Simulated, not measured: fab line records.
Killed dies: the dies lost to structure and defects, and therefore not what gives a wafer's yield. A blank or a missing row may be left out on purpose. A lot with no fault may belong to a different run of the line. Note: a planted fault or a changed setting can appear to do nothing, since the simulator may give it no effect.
The tool behind it: which one?	flow nandHarc	Sampling: 6 lots, 18 wafers, 4 of 1302 route steps

== WHAT EACH GAUGE READ, for each wafer ==
NHARC_THIN_TSV_INSPECT_40.
lot	measured	on	rawDefectCount
L779	day 24 17:22	defectInspect-01	508 571 463
L781	day 25 09:28	defectInspect-02	639 691 699
L786	day 26 21:26	defectInspect-01	586 561 444
L785	day 28 08:43	defectInspect-02	523 555 671
L788	day 28 12:39	defectInspect-02	590 703 530
L792	day 30 04:31	defectInspect-01	650 597 592

== WHAT TOOL EACH LOT RAN ON (gives the tool, then ch and the chambers of the sampled wafers, and finally the start) ==
lot	NHARC_A_BONDPAD_PRE_CLEAN_26	NHARC_A_BONDPAD_PVD_27	NHARC_THIN_TSV_ETCH_44
L779	pvdSputter-03, day 23 14:17 or earlier	pvdSputter-03, day 23 14:17	rieDiel-03 ch 1,2, day 24 04:58
L781	pvdSputter-02, day 24 05:26 or earlier	pvdSputter-02, day 24 05:26	rieDiel-03 ch 0,1,2, day 24 20:37
L786	pvdSputter-03, day 25 22:46 or earlier	pvdSputter-03, day 25 22:46	rieDiel-01 ch 0,1, day 26 11:01
L785	pvdSputter-03, day 27 05:43 or earlier	pvdSputter-03, day 27 05:43	rieDiel-04 ch 0,1,3, day 27 21:39
L788	pvdSputter-03, day 27 14:08 or earlier	pvdSputter-03, day 27 14:08	rieDiel-01 ch 2,3, day 28 00:58
L792	pvdSputter-03, day 29 02:06 or earlier	pvdSputter-03, day 29 02:06	rieDiel-01 ch 1,2, day 29 16:14
- NHARC_A_BONDPAD_PRE_CLEAN_26: time 30 s.
- NHARC_A_BONDPAD_PVD_27: deposits Cu, target thk 30 nm, time 20.49 s.
- NHARC_THIN_TSV_ETCH_44: etches the open film in CF4/O2, target depth 1594.2 nm, time 797.1 s.

== THE ANSWER, worked out from the rows above alone ==
Rule: what is usual is taken from the lots themselves. Put in order of their means at a reading, lots are off if they are a third of the lots or fewer, leave a main group of 4 or more, and stand apart from it by a gap of 3 or more times the standard deviation of the main group's means; of several such gaps the widest counts. If all means in a main group match to the digits the tables above print for the reading, that group is not used. Also off: a lot with no number at a reading for which 4 or more lots have one. All remaining lots with rows at the step are treated as sound.
No lot is off at any reading shown: from this, nothing can be told.

== WHAT THE SIMULATOR PUT IN ==
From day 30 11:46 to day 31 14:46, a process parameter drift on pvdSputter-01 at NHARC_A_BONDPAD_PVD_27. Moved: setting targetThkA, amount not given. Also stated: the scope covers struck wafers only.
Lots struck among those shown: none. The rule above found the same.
